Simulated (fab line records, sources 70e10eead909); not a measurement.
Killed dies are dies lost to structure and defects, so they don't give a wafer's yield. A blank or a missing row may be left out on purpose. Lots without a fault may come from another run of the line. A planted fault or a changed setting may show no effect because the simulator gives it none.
fab line records | flow nand_harc
record lots=6 wafers=18 last_day=24
route steps=1159 shown A_CONTACT@851 END@1159
lots that met no fault: from a run of the same line without faults
start_h: hours from the record's first day to the start of the lot's first wafer shown | wait_h: hours since the lot's step before | " the same as in the row above | L1.1+2: a row that stands for several wafers | - no value, or no start given | * or withheld: withheld | < > ~ a bound
route shown NAME@n: a module of which the file shows steps, and the number in the route of the first | usual: mean/standard deviation of fault-free wafers | same: alike in all rows | chamber/n: place in a boat | sites: the reading at each site | _std_site: their standard deviation | _edge_site: outer sites' mean less inner sites' | radius_mm: how far each site lies from the wafer's centre | mask NAME#n: copy n | behind: the tool/chamber that last shaped the wafer | hold: why the lot was held/for how many hours/how that ended | device: the transistor (n, p or np) that didn't switch | end of line: the same wafers' tests at the end of the route | a step without rows: its recipe alone | killed: dies lost to structure and defects at the first sort, not the wafer's yield | map: a wafer's dies, x killed, . not, _ none there
set.NAME: the setting as run; set.NAME@STEP: as run at that earlier step | model.NAME: the simulator's own value behind a step, which no gauge read
lots at some steps of the route; a table a step, a row a wafer
services: from which hour (start_h, from the record's first day; less than 0 if before it) a tool's chamber was out of use, for how many hours, and why
## steps
# step NHARC_A_CONTACT_EXPOSE_39
# recipe na=1.35 sigma_outer=0.8 dose_mj=58.79 mask_id=A_CC_3
# step NHARC_A_CONTACT_PEB_40
# recipe peb_temp_c=100 peb_time_s=65
# step NHARC_A_CONTACT_DEVELOP_41
# recipe develop_time_s=35 dev_temp_c=23
# step NHARC_A_CONTACT_CD_MEAS_42
# recipe target_cd_nm=200 landing_energy_ev=500
# usual cd_nm=200.0/0.45
# same landing_energy_ev=500
# columns lot.wafer tool chamber start_h wait_h cd_nm
L328.1 cd_sem-03 0 359.29 - 199.9
L328.2 " 0 " " 200.0
L328.3 " 0 " " 199.7
L337.3 cd_sem-01 0 420.23 - 200.0
L337.4 " 0 " " 199.9
L337.6 " 0 " " 199.9
L342.1 cd_sem-03 0 440.25 - 200.6
L342.3 " 0 " " 199.7
L342.6 " 0 " " 200.5
L344.2 cd_sem-03 0 459.93 - 200.0
L344.4 " 0 " " 200.3
L344.6 " 0 " " 200.0
L346.1 cd_sem-03 0 472.16 - 200.2
L346.4 " 0 " " 200.5
L346.5 " 0 " " 200.0
L347.2 cd_sem-02 0 506.48 - 200.4
L347.5 " 0 " " 199.9
L347.6 " 0 " " 200.2
# step NHARC_A_CONTACT_OVL_MEAS_43
# usual overlay_x_nm=-0.3/1.1 overlay_y_nm=0.2/0.77
# columns lot.wafer tool chamber start_h wait_h overlay_x_nm overlay_y_nm
L328.1 overlay-02 - 359.38 - -0.3 -0.7
L328.2 " - " " -0.8 -0.9
L328.3 " - " " 0.0 -0.3
L337.3 overlay-01 - 420.32 - -1.0 0.1
L337.4 " - " " -0.5 1.1
L337.6 " - " " -0.8 0.9
L342.1 overlay-02 - 440.34 - -1.4 -0.2
L342.3 " - " " -1.2 -0.5
L342.6 " - " " -1.9 0.5
L344.2 overlay-02 - 460.02 - 0.5 0.2
L344.4 " - " " 0.4 -0.3
L344.6 " - " " 0.5 -0.1
L346.1 overlay-01 - 472.26 - 1.9 0.0
L346.4 " - " " 1.6 0.1
L346.5 " - " " 1.5 0.3
L347.2 overlay-02 - 506.56 - 0.5 -1.1
L347.5 " - " " -0.1 -1.0
L347.6 " - " " 0.8 -1.1
# step NHARC_A_CONTACT_INSPECT_44
# usual raw_defect_count=27/15
# columns lot.wafer tool chamber start_h wait_h raw_defect_count
L328.1 defect_inspect-02 - 359.41 0.0 39
L328.2 " - " " 45
L328.3 " - " " 43
L337.3 defect_inspect-01 - 420.35 0.0 6
L337.4 " - " " 9
L337.6 " - " " 13
L342.1 defect_inspect-01 - 440.38 0.0 56
L342.3 " - " " 43
L342.6 " - " " 45
L344.2 defect_inspect-02 - 460.06 0.0 44
L344.4 " - " " 36
L344.6 " - " " 46
L346.1 defect_inspect-01 - 472.30 0.0 40
L346.4 " - " " 36
L346.5 " - " " 38
L347.2 defect_inspect-01 - 506.60 0.0 21
L347.5 " - " " 11
L347.6 " - " " 18
# step NHARC_A_CONTACT_DESCUM_47
# recipe time_s=3 o2_flow_sccm=200 ar_flow_sccm=0 bias_power_w=0 chemistry=O2
# step NHARC_A_CONTACT_ETCH_48
# recipe target_depth_a=390 over_etch_frac=0.3 time_s=65 ion_energy_ev=80 cf4_flow_sccm=150 ar_flow_sccm=0 rf_w=300 bias_w=100 chemistry=CF4
# step NHARC_A_CONTACT_ETCH_49
# recipe target_depth_a=2600 over_etch_frac=0.3 time_s=475.3 ion_energy_ev=200 n2_flow_sccm=150 h2_flow_sccm=150 ar_flow_sccm=0 rf_w=400 bias_w=150 chemistry=N2/H2
# usual drypump_motor_current_A=5.78/0.28 oes_product_au=1.000/0.0072 rf_vpp_V=431.8/2.5 showerhead_plenum_p_Torr=2.08/0.088 throttle_valve_pct=14.172/0.0096
# same over_etch_frac=0.3
# columns lot.wafer tool chamber start_h wait_h drypump_motor_current_A oes_product_au rf_hours_counter_h rf_vpp_V showerhead_plenum_p_Torr throttle_valve_pct
L328.2 rie_diel-03 2 - - 5.76 1.006 49 432.3 2.07 14.165
L328.3 " 3 " " 6.07 0.997 54 431.1 2.09 14.189
L328.1 " 0 " " 5.45 0.989 51 431.1 2.07 14.171
L337.3 rie_diel-03 0 - - 5.46 0.998 4 430.1 2.06 14.172
L337.6 " 3 " " 6.06 0.997 - 431.0 2.08 14.159
L337.4 " 0 " " 5.47 0.997 - 431.5 2.06 14.162
L342.3 rie_diel-10 2 - - 6.04 1.005 17 432.9 2.10 14.160
L342.1 " 3 " " 5.88 0.990 16 434.1 2.17 14.168
L342.6 " 2 " " 6.05 0.998 - 432.5 2.10 14.178
L344.4 rie_diel-07 1 - - 5.60 1.006 13 426.8 1.89 14.173
L344.2 " 2 " " 6.04 1.016 19 426.2 1.91 14.165
L344.6 " 3 " " 5.73 1.008 - 430.6 2.07 14.160
L346.1 rie_diel-10 2 - - 6.04 1.014 24 433.5 2.10 14.174
L346.4 " 1 " " 5.62 1.002 25 429.2 2.02 14.166
L346.5 " 3 " " 5.89 0.991 - 432.4 2.17 14.180
L347.2 rie_diel-07 1 - - 5.56 0.998 29 426.3 1.89 14.170
L347.6 " 1 " " 5.57 0.994 - 425.1 1.89 14.184
L347.5 " 2 " " 6.07 0.992 - 426.5 1.91 14.170
# step NHARC_A_CONTACT_ETCH_50
# recipe target_depth_a=847 time_s=42.4 cf4_flow_sccm=100 chf3_flow_sccm=30 ar_flow_sccm=0 rf_w=500 bias_w=200 chemistry=CF4/CHF3
# step NHARC_A_CONTACT_ETCH_51
# recipe target_depth_a=36000 over_etch_frac=0.3 time_s=936 ion_energy_ev=150 o2_flow_sccm=400 cos_flow_sccm=20 ar_flow_sccm=0 rf_w=500 bias_w=300 chemistry=O2/COS
# step NHARC_A_CONTACT_ETCH_111
# recipe source_w=withheld pressure_mtorr=20 bias_v=withheld time_s=140 target_depth_a=7000 ar_flow_sccm=withheld c4f8_flow_sccm=withheld o2_flow_sccm=withheld chemistry=C4F8/O2/Ar
# columns lot.wafer tool chamber start_h wait_h rf_hours_counter_h
L328.2 har_cap_etch-03 1 362.46 - 80
L328.1 " 0 " " 80
L328.3 " 1 " " -
L337.3 har_cap_etch-02 1 422.01 - -
L337.4 " 0 " " -
L337.6 " 1 " " -
L342.1 har_cap_etch-03 0 441.74 - 97
L342.3 " 0 " " -
L342.6 " 0 " " -
L344.2 har_cap_etch-02 1 461.44 - 24
L344.4 " 0 " " -
L344.6 " 0 " " -
L346.1 har_cap_etch-02 0 473.62 - 27
L346.4 " 0 " " -
L346.5 " 1 " " -
L347.2 har_cap_etch-01 0 507.92 - 78
L347.6 " 0 " " -
L347.5 " 1 " " -
# step NHARC_A_CONTACT_ETCH_112
# recipe source_w=withheld pressure_mtorr=20 bias_v=3000 time_s=94 target_depth_a=9220 ar_flow_sccm=withheld c4f8_flow_sccm=withheld o2_flow_sccm=withheld chemistry=C4F8/O2/Ar
# columns lot.wafer tool chamber start_h wait_h rf_hours_counter_h
L328.2 har_cap_etch-03 1 362.66 0.2 80
L328.1 " 0 " " 80
L328.3 " 1 " " -
L337.3 har_cap_etch-02 1 422.17 0.1 -
L337.4 " 0 " " -
L337.6 " 1 " " -
L342.1 har_cap_etch-03 0 441.93 0.2 97
L342.3 " 0 " " -
L342.6 " 0 " " -
L344.2 har_cap_etch-02 1 461.62 0.1 24
L344.4 " 0 " " -
L344.6 " 0 " " -
L346.1 har_cap_etch-02 0 473.82 0.2 27
L346.4 " 0 " " -
L346.5 " 1 " " -
L347.2 har_cap_etch-01 0 508.12 0.2 78
L347.6 " 0 " " -
L347.5 " 1 " " -
# step NHARC_A_CONTACT_ETCH_113
# recipe source_w=withheld pressure_mtorr=20 bias_v=3000 time_s=94 target_depth_a=9220 ar_flow_sccm=withheld c4f8_flow_sccm=withheld o2_flow_sccm=withheld chemistry=C4F8/O2/Ar
# step NHARC_A_CONTACT_ETCH_114
# recipe source_w=withheld pressure_mtorr=20 bias_v=3000 time_s=94 target_depth_a=9220 ar_flow_sccm=withheld c4f8_flow_sccm=withheld o2_flow_sccm=withheld chemistry=C4F8/O2/Ar
# step NHARC_A_CONTACT_ETCH_115
# recipe source_w=withheld pressure_mtorr=20 bias_v=3000 time_s=94 target_depth_a=9220 ar_flow_sccm=withheld c4f8_flow_sccm=withheld o2_flow_sccm=withheld chemistry=C4F8/O2/Ar
# step NHARC_A_CONTACT_ETCH_116
# recipe source_w=withheld pressure_mtorr=20 bias_v=3000 time_s=94 target_depth_a=9220 ar_flow_sccm=withheld c4f8_flow_sccm=withheld o2_flow_sccm=withheld chemistry=C4F8/O2/Ar
# step NHARC_A_CONTACT_ETCH_117
# recipe source_w=withheld pressure_mtorr=20 bias_v=3000 time_s=94 target_depth_a=9220 ar_flow_sccm=withheld c4f8_flow_sccm=withheld o2_flow_sccm=withheld chemistry=C4F8/O2/Ar
# step NHARC_A_CONTACT_ETCH_118
# recipe source_w=withheld pressure_mtorr=20 bias_v=3000 time_s=94 target_depth_a=9220 ar_flow_sccm=withheld c4f8_flow_sccm=withheld o2_flow_sccm=withheld chemistry=C4F8/O2/Ar
# columns lot.wafer tool chamber start_h wait_h rf_hours_counter_h
L328.2 har_cap_etch-03 1 363.21 0.1 81
L328.1 " 0 " " 81
L328.3 " 1 " " -
L337.3 har_cap_etch-02 1 422.71 0.1 -
L337.4 " 0 " " -
L337.6 " 1 " " -
L342.1 har_cap_etch-03 0 442.47 0.1 97
L342.3 " 0 " " -
L342.6 " 0 " " -
L344.2 har_cap_etch-02 1 462.17 0.1 25
L344.4 " 0 " " -
L344.6 " 0 " " -
L346.1 har_cap_etch-02 0 474.37 0.1 27
L346.4 " 0 " " -
L346.5 " 1 " " -
L347.2 har_cap_etch-01 0 508.66 0.1 78
L347.6 " 0 " " -
L347.5 " 1 " " -
# step NHARC_A_CONTACT_ETCH_119
# recipe source_w=withheld pressure_mtorr=20 bias_v=3000 time_s=94 target_depth_a=9220 ar_flow_sccm=withheld c4f8_flow_sccm=withheld o2_flow_sccm=withheld chemistry=C4F8/O2/Ar
# step NHARC_A_CONTACT_ETCH_120
# recipe source_w=withheld pressure_mtorr=20 bias_v=3000 time_s=94 target_depth_a=9220 ar_flow_sccm=withheld c4f8_flow_sccm=withheld o2_flow_sccm=withheld chemistry=C4F8/O2/Ar
# step NHARC_A_CONTACT_ETCH_121
# recipe source_w=withheld pressure_mtorr=20 bias_v=3000 time_s=94 target_depth_a=9220 ar_flow_sccm=withheld c4f8_flow_sccm=withheld o2_flow_sccm=withheld chemistry=C4F8/O2/Ar
# step NHARC_A_CONTACT_ETCH_122
# recipe source_w=withheld pressure_mtorr=20 bias_v=3000 time_s=95 target_depth_a=9300 ar_flow_sccm=withheld c4f8_flow_sccm=withheld o2_flow_sccm=withheld chemistry=C4F8/O2/Ar
# step NHARC_A_CONTACT_ETCH_123
# recipe source_w=withheld pressure_mtorr=20 bias_v=400 time_s=253 target_depth_a=10900 ar_flow_sccm=withheld c4f8_flow_sccm=11.5 o2_flow_sccm=7.2 chemistry=C4F8/O2/Ar
# step NHARC_A_CONTACT_ETCH_90
# recipe target_depth_a=400 over_etch_frac=0.5 time_s=85.7 ion_energy_ev=120 ch3f_flow_sccm=50 o2_flow_sccm=30 ar_flow_sccm=200 rf_w=500 bias_w=100 chemistry=CH3F/O2
# usual drypump_motor_current_A=5.79/0.27 o2_flow_sccm=29.99/0.095 oes_product_au=0.96/0.038 rf_vpp_V=245.0/1.6 showerhead_plenum_p_Torr=2.51/0.094 throttle_valve_pct=20.663/0.0092
# same over_etch_frac=0.5
# columns lot.wafer tool chamber start_h wait_h drypump_motor_current_A o2_flow_sccm oes_product_au rf_hours_counter_h rf_vpp_V showerhead_plenum_p_Torr throttle_valve_pct
L328.2 rie_diel-10 2 364.28 0.6 6.07 29.95 1.00 0 244.7 2.53 20.665
L328.3 " 3 " " 5.90 30.04 1.00 0 245.5 2.61 20.665
L328.1 " 0 " " 5.31 29.90 1.01 0 245.4 2.59 20.671
L337.3 rie_diel-07 2 423.74 0.4 6.03 30.00 1.00 2 242.5 2.32 20.673
L337.4 " 1 " " 5.55 30.08 1.00 2 240.5 2.29 20.666
L337.6 " 2 " " 6.06 30.06 1.00 - 243.1 2.32 20.668
L342.3 rie_diel-10 2 443.53 0.4 6.04 29.90 0.94 18 247.7 2.53 20.672
L342.1 " 0 " " 5.31 29.87 0.92 18 245.4 2.58 20.661
L342.6 " 2 " " 6.04 30.20 0.93 - 246.2 2.53 20.651
L344.2 rie_diel-10 1 463.24 0.5 5.63 29.98 0.97 23 242.7 2.44 20.670
L344.4 " 2 " " 6.00 30.02 0.98 22 244.7 2.53 20.661
L344.6 " 0 " " 5.32 29.96 0.97 - 245.6 2.58 20.656
L346.1 rie_diel-07 0 475.46 0.6 6.20 30.06 0.99 24 246.1 2.63 20.664
L346.4 " 1 " " 5.56 29.94 1.00 - 242.0 2.29 20.658
L346.5 " 0 " " 6.23 30.15 1.01 - 246.6 2.63 20.657
L347.2 rie_diel-03 1 509.77 0.6 5.78 30.02 0.93 38 245.1 2.59 20.649
L347.6 " 2 " " 5.73 30.19 0.93 - 244.4 2.47 20.674
L347.5 " 3 " " 6.08 30.07 0.93 - 245.1 2.49 20.667
# step NHARC_A_CONTACT_ETCH_96
# recipe target_depth_a=200 over_etch_frac=0.5 time_s=10 ion_energy_ev=250 c4f6_flow_sccm=25 o2_flow_sccm=20 ar_flow_sccm=500 rf_w=600 bias_w=500 chemistry=C4F6/O2
# step NHARC_A_CONTACT_CD_MEAS_53
# usual cd_nm=189.8/0.7
# columns lot.wafer tool chamber start_h wait_h cd_nm
L328.1 cd_sem-02 - 364.48 - 189.7
L328.2 " - " " 189.8
L328.3 " - " " 190.1
L337.3 cd_sem-02 - 424.00 - 190.0
L337.4 " - " " 189.6
L337.6 " - " " 190.3
L342.1 cd_sem-02 - 443.74 - 190.1
L342.3 " - " " 190.4
L342.6 " - " " 190.7
L344.2 cd_sem-01 - 463.43 - 190.3
L344.4 " - " " 190.1
L344.6 " - " " 190.0
L346.1 cd_sem-02 - 475.67 - 189.6
L346.4 " - " " 189.2
L346.5 " - " " 189.4
L347.2 cd_sem-01 - 509.96 - 189.5
L347.5 " - " " 189.4
L347.6 " - " " 189.9
# step NHARC_A_CONTACT_STRIP_99
# recipe n2_flow_sccm=150 h2_flow_sccm=150 ar_flow_sccm=0 bias_w=0 chemistry=N2/H2
# step NHARC_A_CONTACT_STRIP_100
# recipe cf4_flow_sccm=100 chf3_flow_sccm=30 ar_flow_sccm=0 bias_w=0 chemistry=CF4/CHF3
# step NHARC_A_CONTACT_STRIP_101
# recipe o2_flow_sccm=400 cos_flow_sccm=20 ar_flow_sccm=0 bias_w=0 chemistry=O2/COS
# step NHARC_A_CONTACT_ETCH_102
# recipe target_depth_a=700 overetch_a=70 time_s=38.5 ion_energy_ev=100 cf4_flow_sccm=80 o2_flow_sccm=20 ar_flow_sccm=0 rf_w=300 bias_w=100 chemistry=CF4/O2
# step NHARC_A_CONTACT_STRIP_55
# recipe o2_flow_sccm=500 ar_flow_sccm=0 bias_w=0 chemistry=O2
# step NHARC_A_CONTACT_STRIP_56
# recipe time_s=600 temp_c=30 chemistry=post_etch_residue_remover
# step NHARC_A_CONTACT_DEP_57
# recipe target_thk_a=28000 temp_c=400 material=aC
# step NHARC_A_CONTACT_DEP_58
# recipe target_thk_a=600 target_thk_nm=60 temp_c=400 pressure_torr=3.5 flow_sccm=200 rf_w=350 material=SiON
# usual chamber_pressure_Torr=3.498/0.0074 heater_power_w=762/110
# columns lot.wafer tool chamber start_h wait_h chamber_pressure_Torr heater_power_w
L328.2 pecvd-01 0 367.22 1.2 3.489 771
L328.3 " 1 " " 3.499 608
L328.1 " 2 " " 3.498 649
L337.3 pecvd-03 2 428.02 0.9 3.492 659
L337.4 " 2 " " 3.496 684
L337.6 " 1 " " 3.497 881
L342.1 pecvd-01 0 446.45 1.5 3.506 875
L342.3 " 2 " " 3.499 651
L342.6 " 2 " " 3.500 645
L344.2 pecvd-04 2 467.45 1.2 3.494 806
L344.4 " 0 " " 3.500 989
L344.6 " 2 " " 3.496 811
L346.1 pecvd-01 1 478.64 1.4 3.503 594
L346.5 " 2 " " 3.498 674
L346.4 " 0 " " 3.502 878
L347.2 pecvd-01 0 512.78 1.2 3.495 888
L347.6 " 0 " " 3.489 888
L347.5 " 2 " " 3.504 674
# step NHARC_A_CONTACT_DEHYDRATE_59
# recipe temp_c=150 time_s=120
# step NHARC_A_CONTACT_HMDS_60
# recipe time_s=30
# step NHARC_A_CONTACT_COAT_61
# recipe temp_c=260 time_s=75
# step NHARC_A_CONTACT_COAT_62
# recipe temp_c=225 time_s=65
# step NHARC_A_CONTACT_COAT_63
# recipe spin_rpm=1500 resist_thk_nm=90
# step NHARC_A_CONTACT_SOFTBAKE_64
# recipe temp_c=105 time_s=55
# step NHARC_A_CONTACT_EBR_65
# step NHARC_END_SORT_01
# recipe temp_c=25
# usual killed_at_array=28/12 killed_at_other=0.8/1.1 killed_at_periphery=3.6/2.3 killed_dies=32/12 killed_open=3.4/1.9 killed_short=2.0/1.3
# same gross_dies=677
# columns lot.wafer tool chamber start_h wait_h killed_at_array killed_at_other killed_at_periphery killed_dies killed_open killed_short
L328.1 prober-01 0 433.05 2.5 40 0 0 40 2 3
L328.2 prober-01 0 433.85 2.8 49 1 1 51 5 3
L328.3 prober-01 0 434.64 3.1 49 0 3 52 4 1
L337.3 prober-02 0 492.09 3.1 12 3 7 22 8 2
L337.4 prober-02 0 492.90 3.4 9 1 4 14 3 1
L337.6 prober-02 0 494.52 4.1 11 1 4 16 3 1
L342.1 prober-01 0 504.03 2.5 45 0 3 48 3 0
L342.3 prober-01 0 505.64 3.1 37 0 6 43 6 1
L342.6 prober-01 0 508.06 4.0 42 1 5 48 5 3
L344.2 prober-02 0 537.09 2.8 115 2 2 119 3 1
L346.5 prober-02 0 547.29 3.7 111 1 2 114 5 1
L347.2 prober-01 0 574.89 2.8 23 2 12 37 8 0
L347.5 prober-01 0 577.31 3.7 17 0 6 23 8 2
L347.6 prober-01 0 578.11 4.0 20 2 1 23 2 4
# killed by level:class
L328.1 A_STAIRCASE:chamber_film_flake=11 A_CHANNEL_HOLE_D1:chamber_film_flake=10 A_SLIT:chamber_film_flake=10 A_CONTACT:chamber_film_flake=4 A_SOURCE_PLATE:geometric_particle:open=1 A_ONON_D1:geometric_particle:short=1 A_WL_FILL:geometric_particle:short=1 A_CONTACT:geometric_particle:short=1
L328.2 A_CHANNEL_HOLE_D1:chamber_film_flake=12 A_STAIRCASE:chamber_film_flake=12 A_SLIT:chamber_film_flake=10 A_CONTACT:chamber_film_flake=6 A_CHANNEL_FILL_D1:geometric_particle:open=2 A_CHANNEL_FILL_D1:chamber_film_flake=2 A_ONON_D1:geometric_particle:short=1 A_CHANNEL_HOLE_D1:geometric_particle:open=1
L328.3 A_SLIT:chamber_film_flake=16 A_STAIRCASE:chamber_film_flake=13 A_CHANNEL_HOLE_D1:chamber_film_flake=11 A_CONTACT:chamber_film_flake=5 P_M1:chamber_film_flake=2 P_STI:geometric_particle:open=1 A_SOURCE_PLATE:geometric_particle:open=1 A_CHANNEL_FILL_D1:geometric_particle:open=1
L337.3 A_CHANNEL_HOLE_D1:chamber_film_flake=4 P_M0:chamber_film_flake=3 A_M0:geometric_particle:open=2 P_CONTACT:geometric_particle:open=1 P_M0:geometric_particle:open=1 A_ONON_D1:geometric_particle:open=1 A_CHANNEL_FILL_D1:geometric_particle:open=1 A_SLIT:geometric_particle:short=1
L337.4 A_CHANNEL_HOLE_D1:chamber_film_flake=4 A_WL_FILL:geometric_particle:open=2 P_M0:chamber_film_flake=2 A_STAIRCASE:chamber_film_flake=2 P_M1:geometric_particle:open=1 A_WL_FILL:geometric_particle:short=1 P_ZERO_WELL:chamber_film_flake=1 THIN_TSV:chamber_film_flake=1
L337.6 A_CHANNEL_HOLE_D1:chamber_film_flake=5 A_STAIRCASE:chamber_film_flake=4 P_M0:geometric_particle:open=1 P_M1:geometric_particle:open=1 A_WL_FILL:geometric_particle:short=1 A_CONTACT:geometric_particle:open=1 P_STI:chamber_film_flake=1 P_M0:chamber_film_flake=1
L342.1 A_CHANNEL_HOLE_D1:chamber_film_flake=18 A_SLIT:chamber_film_flake=14 A_CONTACT:chamber_film_flake=5 A_STAIRCASE:chamber_film_flake=4 A_CONTACT:geometric_particle:open=2 A_CHANNEL_FILL_D1:chamber_film_flake=2 P_GATE:geometric_particle:open=1 P_GATE:chamber_film_flake=1
L342.3 A_CHANNEL_HOLE_D1:chamber_film_flake=13 A_SLIT:chamber_film_flake=9 A_CONTACT:chamber_film_flake=5 P_M1:chamber_film_flake=4 A_STAIRCASE:chamber_film_flake=4 A_BLC:geometric_particle:open=2 P_CONTACT:geometric_particle:open=1 P_M1:geometric_particle:open=1
L342.6 A_CHANNEL_HOLE_D1:chamber_film_flake=15 A_SLIT:chamber_film_flake=12 A_STAIRCASE:chamber_film_flake=4 P_M1:chamber_film_flake=3 A_CONTACT:chamber_film_flake=3 A_ONON_D1:geometric_particle:open=2 P_STI:geometric_particle:short=1 P_CONTACT:geometric_particle:open=1
L344.2 A_CONTACT:unspecified=78 A_SLIT:chamber_film_flake=20 A_STAIRCASE:chamber_film_flake=7 A_CHANNEL_HOLE_D1:chamber_film_flake=4 P_ZERO_WELL:chamber_film_flake=2 A_CONTACT:chamber_film_flake=2 THIN_TSV:chamber_film_flake=2 A_ONON_D1:geometric_particle:open=1
L346.5 A_CONTACT:unspecified=86 A_CHANNEL_HOLE_D1:chamber_film_flake=12 A_SLIT:chamber_film_flake=6 A_CONTACT:chamber_film_flake=2 P_GATE:geometric_particle:open=1 P_M0:geometric_particle:open=1 A_CONTACT:geometric_particle:open=1 A_M0:geometric_particle:open=1
L347.2 A_CHANNEL_HOLE_D1:chamber_film_flake=7 A_STAIRCASE:chamber_film_flake=6 P_M2:chamber_film_flake=5 P_CONTACT:geometric_particle:open=3 P_STI:chamber_film_flake=3 A_CONTACT:geometric_particle:open=2 A_ZERO_WELL:chamber_film_flake=2 A_SLIT:chamber_film_flake=2
L347.5 A_CHANNEL_HOLE_D1:chamber_film_flake=4 P_M2:chamber_film_flake=3 A_CHANNEL_FILL_D1:geometric_particle:short=2 A_CONTACT:geometric_particle:open=2 P_M0:geometric_particle:open=1 P_M2:geometric_particle:open=1 A_ONON_D1:geometric_particle:open=1 A_CHANNEL_FILL_D1:geometric_particle:open=1
L347.6 A_CHANNEL_HOLE_D1:chamber_film_flake=5 A_STAIRCASE:chamber_film_flake=3 A_WL_FILL:geometric_particle:short=2 A_ZERO_WELL:chamber_film_flake=2 A_M0:chamber_film_flake=2 THIN_TSV:chamber_film_flake=2 A_ONON_D1:geometric_particle:open=1 A_CHANNEL_FILL_D1:geometric_particle:short=1
# map L344.2 (x killed, . not)
____________.____________
_________......._________
_______..........._______
______.............______
_____..............._____
____.........xx......____
____.................____
___......x............___
___...................___
__.....................__
__..........x..........__
_..........x............_
_.....................x._
_...........xx.........._
_.........xx..x........._
_........x.xxxx........._
.......x..xxxxx....x...x.
........xxxxxxxx...x.x..x
........xxxxxxxx..xxxx...
........xxxxxxxxx.xxx....
........xxxxxxxx.x......x
_x.....xxxxxxxxxx..xxx.._
_.......xxxxxxxx..xxx..x_
_........xxxxxxxx.x.x..._
_.x......xxxx.x........._
_.......x..xx..........._
__.........xx.x........__
__.....................__
___..x................___
___...................___
____.................____
____.................____
_____..............._____
______.............______
_______........x.._______
_________......._________
____________.____________
# map L346.5 (x killed, . not)
____________.____________
_________......._________
_______..........._______
______............x______
_____..............._____
____.................____
____.................____
___...................___
___.....x.............___
__.....x...............__
__.....................__
_......................._
_......................._
_.........x...x........._
_..........xxxxx.x......_
_......x.xxxxxx......x.._
........xxxxxxx...x......
........xxxxxxxxx...x....
.......x.xxxxxxxx..xx....
.........xxxxxxx..x.x.x..
.......xxxxxxxxx...x..x..
_......xxxxxxxxx........_
_......x.xxxxxxx........_
_......xxxxxxxx........._
_........xxxxxxxx......._
_........xxxxxxx........_
__........x............__
__.....................__
___..x................___
___...................___
____.................____
____.................____
_____...........x..._____
______.............______
_______......x...._______
_________......x_________
____________.____________
## services
# columns tool chamber start_h hours kind
rie_diel-07 - 349.49 0.6 repair
rie_diel-10 - 353.58 9.0 pm
rie_diel-10 0 353.58 9.0 vent_cycle
rie_diel-10 1 353.58 9.0 vent_cycle
rie_diel-10 2 353.58 9.0 vent_cycle
rie_diel-10 3 353.58 9.0 vent_cycle
pecvd-04 0 354.95 16.5 repair
rie_diel-10 0 362.58 - clean
rie_diel-10 1 362.58 - clean
rie_diel-10 2 362.58 - clean
rie_diel-10 3 362.58 - clean
rie_diel-07 2 373.39 6.5 repair
pecvd-04 - 376.22 13.0 pm
rie_diel-10 0 387.08 - clean
rie_diel-10 1 387.08 - clean
rie_diel-03 - 392.30 9.0 pm
rie_diel-07 - 405.37 9.0 pm
pecvd-01 - 418.05 13.0 pm
rie_diel-03 0 424.32 3.2 repair
rie_diel-07 3 433.76 4.1 repair
rie_diel-03 3 446.94 8.8 repair
rie_diel-07 3 473.35 6.6 repair
pecvd-03 - 473.39 13.0 pm
rie_diel-10 2 490.97 14.2 repair
## key
first_sign step=NHARC_END_SORT_01 reading=killed_dies direction=up sigmas=7.4 usual=32 struck=116
effect step=NHARC_END_SORT_01 reading=killed_at_array direction=up sigmas=7.3 usual=28 struck=113
more_kills_born_at NHARC_A_CONTACT_ETCH_112@har_cap_etch-02=164
met_at NHARC_A_CONTACT_ETCH_112
struck_wafers L344.2,L346.5
tester_left_out L344,L346
onset_between 422.17 461.62
fault kind=chamber_particle_source tool=har_cap_etch-02 chamber=1 onset_h=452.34 steps=NHARC_A_CONTACT_ETCH_112 rate_per_visit_cm2=0.89256 end_h=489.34
# tester_left_out: of these lots the tester's yield and bins aren't shown, on N5 and GAA mostly nor the transistor test; their killed dies are dies lost to structure and defects alone, not to doping, threshold or leakage, so they don't give the yield
